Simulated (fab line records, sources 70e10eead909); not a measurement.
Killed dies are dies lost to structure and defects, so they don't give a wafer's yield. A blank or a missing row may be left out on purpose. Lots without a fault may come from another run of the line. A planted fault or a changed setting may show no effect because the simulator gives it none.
Chamber matching | flow nand_harc | NHARC_A_BONDPAD_CMP_19 on cmp-04: 4 sister chambers
The step polishes, t overpolish 30 s, cu recess touch 16 s, target thk 169.82 nm. 4 wafers are shown with their chamber, then 9 later ones without.

WAFERS WITH THEIR CHAMBER
wafer  | chamber | motor_current_A (A)
L274.2 | 3       | 12.2
L277.2 | 0       | 11.3
L281.1 | 2       | 11.3
L281.5 | 1       | 12.6

WAFERS WITHOUT THEIR CHAMBER
wafer  | motor_current_A (A)
L282.1 | 10.9
L282.4 | 11.5
L282.6 | 10.7
L284.3 | 12.4
L284.4 | 12.4
L284.6 | 12.9
L285.1 | 11.3
L285.4 | 12.6
L285.5 | 13.1

WHICH CHAMBER EACH WENT THROUGH
wafer  | from the rows above          | in truth
L282.1 | can't be placed: 0 or 2      | 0
L282.4 | can't be placed: 0 or 2 or 3 | 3
L282.6 | can't be placed: 0 or 2      | 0
L284.3 | can't be placed: 1 or 3      | 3
L284.4 | can't be placed: 1 or 3      | 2
L284.6 | can't be placed: 1 or 3      | 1
L285.1 | can't be placed: 0 or 2      | 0
L285.4 | can't be placed: 1 or 3      | 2
L285.5 | can't be placed: 1 or 3      | 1
Placed correctly: 0 of 9. Can't be placed from these rows: 9 (the true chamber is among the candidates in 7). Placed wrongly: 0.
How it was worked out, from the rows above alone: a wafer's distance from a chamber is the root of the sum, over the readings, of the square of ((its reading less the chamber's mean) divided by the reading's scatter). The wafer belongs to the nearest chamber; if the next one is less than 2 further off, it can't be placed. A chamber's mean is the mean of its shown wafers. The scatter: with one shown wafer a chamber, the root of the mean of the squares of how far each hidden wafer lies from its nearest shown one.
